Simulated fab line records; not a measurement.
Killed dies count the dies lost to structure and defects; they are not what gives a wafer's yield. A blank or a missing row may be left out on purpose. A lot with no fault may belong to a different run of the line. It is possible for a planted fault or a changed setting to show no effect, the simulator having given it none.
Which of the tools did it? ; flow n5Finfet ; Sampling: 11 lots, 33 wafers, 3 of 1938 route steps

== WHAT THE GAUGES SHOWED, per wafer ==
N5_PASSIVATION_CD_MEAS_30 targets a cd of 4000 nm.
lot;measured;on;cdNm (nm)
L225;day 12 06:47;cdSem-02;4001.5 4000.5 4002.6
L226;day 12 11:07;cdSem-01;4004.6 4001.7 4001.8
L227;day 13 14:27;cdSem-03;3999.3 3998.4 3998.7
L229;day 13 14:54;cdSem-01;3998.8 3999.5 3999.3
L230;day 14 07:20;cdSem-03;3999.8 3999.0 4000.3
L234;day 15 13:17;cdSem-02;4001.2 4000.4 3998.6
L237;day 15 13:39;cdSem-03;3999.6 3998.5 4001.7
L233;day 15 15:03;cdSem-01;4000.0 4000.2 4000.5
L232;day 15 19:04;cdSem-02;3998.1 3997.0 3999.4
L236;day 15 18:34;cdSem-01;4001.4 4002.4 4000.2
L247;day 18 19:12;cdSem-03;4000.0 4001.0 3997.8

N5_PASSIVATION_CD_MEAS_44 targets a cd of 40000 nm.
lot;measured;on;cdNm (nm)
L225;day 12 08:47;cdSem-01;39997 39997 40001
L226;day 12 12:59;cdSem-02;39999 39998 39999
L227;day 13 16:19;cdSem-01;40000 40001 40002
L229;day 13 16:38;cdSem-02;40004 40001 40003
L230;day 14 09:07;cdSem-02;39999 39999 39997
L234;day 15 15:19;cdSem-02;39995 39997 39997
L237;day 15 15:41;cdSem-02;39999 39994 39997
L233;day 15 16:48;cdSem-03;39995 39996 39993
L232;day 15 21:29;cdSem-03;39994 39994 39998
L236;day 15 20:22;cdSem-03;39997 40001 39996
L247;day 18 20:56;cdSem-02;39996 40003 39998

== TOOL THAT RAN EACH LOT (tool first, then ch and the chambers of the sampled wafers, then the start) ==
lot;N5_BEOL_M12_SPUTTER_43
L225;pvdSputter-03, day 11 01:43
L226;pvdSputter-02, day 11 06:52
L227;pvdSputter-01, day 11 17:55
L229;pvdSputter-03, day 12 11:10
L230;pvdSputter-03, day 12 22:48
L234;pvdSputter-02, day 14 07:11
L237;pvdSputter-03, day 14 07:31
L233;pvdSputter-02, day 14 10:25
L232;pvdSputter-01, day 14 13:54
L236;pvdSputter-03, day 14 17:23
L247;pvdSputter-03, day 17 16:11
- N5_BEOL_M12_SPUTTER_43: material TaN, target thk 15 nm, time 24.19 s.

== AS READ BY THE TOOLS THEMSELVES (means over the sampled wafers that have a number; for cases with no such wafer, the mark the record gives instead) ==
N5_BEOL_M12_SPUTTER_43.
lot;tool;throttleValvePct (%)
L225;pvdSputter-03;30.2
L226;pvdSputter-02;29.4
L227;pvdSputter-01;30.8
L229;pvdSputter-03;30.8
L230;pvdSputter-03;28.9
L234;pvdSputter-02;29.6
L237;pvdSputter-03;29.7
L233;pvdSputter-02;29.9
L232;pvdSputter-01;30.0
L236;pvdSputter-03;30.2
L247;pvdSputter-03;28.2

== THE ANSWER, worked out from the rows above alone ==
Rule: the lots themselves supply what counts as usual. Put in order of their means at a reading, lots are off if they are a third of the lots or fewer, leave a main group of 4 or more, and stand apart from it by a gap of 3 or more times the standard deviation of the main group's means; of several such gaps the widest counts. A main group is skipped when, at the precision printed for the reading in the tables above, its means are all equal. Also off: a lot with no number at a reading for which 4 or more lots have one. All remaining lots with rows at the step are treated as sound. After the gauges, taken in route order, come the tools' own readings; for these a lot's mean is taken, as printed above. The first step at which some lot is off is used, and at that step the reading that is off furthest; a lot without a number counts as furthest.
Across all readings shown, no lot is off: no conclusion can be drawn from this.

== WHAT WAS PUT IN BY THE SIMULATOR ==
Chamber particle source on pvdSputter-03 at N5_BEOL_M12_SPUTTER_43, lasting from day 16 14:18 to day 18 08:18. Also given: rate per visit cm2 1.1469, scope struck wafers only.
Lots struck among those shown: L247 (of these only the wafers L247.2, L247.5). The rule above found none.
